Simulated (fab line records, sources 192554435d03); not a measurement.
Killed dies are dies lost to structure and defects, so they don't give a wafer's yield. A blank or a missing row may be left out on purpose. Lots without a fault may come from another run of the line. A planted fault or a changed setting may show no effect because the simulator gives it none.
A struck lot beside a sound one | flow n5_finfet | 16 steps out of a route of 1938
Sound: wafers L558.1, L558.2, L558.5. Struck: wafers L566.2, L566.5. (L566.4 of the same lot was not struck and is left out.) The cause comes at the end.
At each step with rows: each side's tool, then ch and its chambers, then its first start. Under that, the readings that differ: sound wafers | struck wafers | difference of the means | sigmas: that difference in standard deviations of wafers without a fault.
alike: readings whose means differ by less than 2 such deviations, and words and numbers that are the same on both sides. not compared: withheld readings, readings that some wafer has no value for, bounds like >300 that may hide the same value, and numbers for which the record gives no deviation and whose values overlap.
The two part at a step that has a row with sigmas, a row that says differs or no value, or rows on one side only. Numbers that don't overlap but have no deviation are shown without sigmas and don't part them. A reading that every wafer of one side lacks parts them only if that side has two wafers or more.

first, 8 steps without rows for these wafers: N5_BEOL_M0_SAQP_COAT_72 (time 60 s, resist thk 15 nm); N5_BEOL_M0_SAQP_COAT_87 (time 60 s, resist thk 5 nm); N5_BEOL_M0_SAQP_COAT_34 (resist thk 30 nm); N5_BEOL_M0_SAQP_EBR_36; N5_BEOL_M0_SAQP_SOFTBAKE_35 (time 60 s); N5_BEOL_M0_SAQP_EXPOSE_37 (exposes mask M0 CUT1, target cd 30 nm); N5_BEOL_M0_SAQP_PEB_38 (peb time 60 s); N5_BEOL_M0_SAQP_DEVELOP_39 (develop time 30 s).
N5_BEOL_M0_SAQP_CD_MEAS_40: target cd 30 nm.
  sound on cd_sem-01 ch 0, day 7 00:00; struck on cd_sem-01 ch 0, day 9 05:17
  alike: cd_nm
N5_BEOL_M0_SAQP_OVL_MEAS_41:
  sound on overlay-01 ch 0, day 7 00:02; struck on overlay-02 ch 0, day 9 05:20
  alike: M0_CUT1_OVL
N5_BEOL_M0_SAQP_INSPECT_42: inspects for defects (brightfield).
  sound on defect_inspect-01, day 7 00:05; struck on defect_inspect-01, day 9 05:23
  alike: raw_defect_count
N5_BEOL_M0_SAQP_DESCUM_45: chemistry O2, time 7 s.
  sound on rie_diel-04 ch 0,1, day 7 00:07; struck on rie_diel-04 ch 0,1, day 9 05:32
  alike: chamber_pressure_mTorr, drypump_motor_current_A, oes_product_au, rf_vpp_V, showerhead_plenum_p_Torr, throttle_valve_pct
  not compared: rf_hours_counter_h
N5_BEOL_M0_SAQP_ETCH_88: etches underlayer in N2/H2, target depth 6.5 nm, time 5.2 s.
  sound on rie_diel-04 ch 0,1, day 7 00:09; struck on rie_diel-04 ch 0,1, day 9 05:35
  reading               | sound          | struck    | difference | sigmas
  etch_rf_on_time_s (s) | 5.33 5.20 5.24 | 6.52 6.40 | +1.20      | +8
  alike: chamber_pressure_mTorr, drypump_motor_current_A, h2_flow_sccm, oes_product_au, rf_vpp_V, showerhead_plenum_p_Torr, throttle_valve_pct
  not compared: rf_hours_counter_h
N5_BEOL_M0_SAQP_ETCH_73: etches SiARC in CF4, target depth 19.5 nm, time 32.5 s.
  sound on rie_diel-04 ch 0,1, day 7 00:10; struck on rie_diel-04 ch 0,1, day 9 05:35
  alike: chamber_pressure_mTorr, drypump_motor_current_A, etch_rf_on_time_s, oes_product_au, rf_vpp_V, showerhead_plenum_p_Torr, throttle_valve_pct
  not compared: rf_hours_counter_h
-- the record jumps here: 4 days lie between the struck wafers' starts before and after (it left off in module BEOL_M0_SAQP and takes up again in module BEOL_M4, whose first step shown is number 1111 of the route) --
N5_BEOL_M4_RC_MEAS_101:
  sound on prober-02 ch 0, day 10 00:08; struck on prober-02 ch 0, day 12 19:47
  reading       | sound          | struck    | difference | sigmas
  SS_N (mV/dec) | 72.3 72.1 72.8 | 71.0 71.0 | -1.4       | -2
  alike: DIBL_N, DIBL_P, IOFF_N, IOFF_P, ION_N, ION_P, SS_P, VT_N, VT_P
-- the record jumps here: 4 days lie between the struck wafers' starts before and after (it left off in module BEOL_M4 and takes up again in module PASSIVATION, whose first step shown is number 1936 of the route) --
N5_PASSIVATION_PROBE_49:
  sound on prober-01, day 14 04:40; struck on prober-02, day 16 17:19
  alike: defect_limited_yield, killed_at_M0_to_M3, killed_at_M4_up, killed_at_contacts, killed_at_front_end, killed_at_other, killed_dies, killed_open, killed_short, sort_bin_5_function, sort_bin_6_memory, sort_bin_8_speed, sort_n_pass, sort_yield_pct

WHERE THEY PART
First at N5_BEOL_M0_SAQP_ETCH_88; last, within this record, at N5_BEOL_M4_RC_MEAS_101. Later steps at which nothing parts them and some readings are alike: N5_PASSIVATION_PROBE_49.

WHY: what the simulator had put in
Process parameter drift: rie_diel-04, from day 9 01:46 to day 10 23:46, at N5_BEOL_M0_SAQP_ETCH_88. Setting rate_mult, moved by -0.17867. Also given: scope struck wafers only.
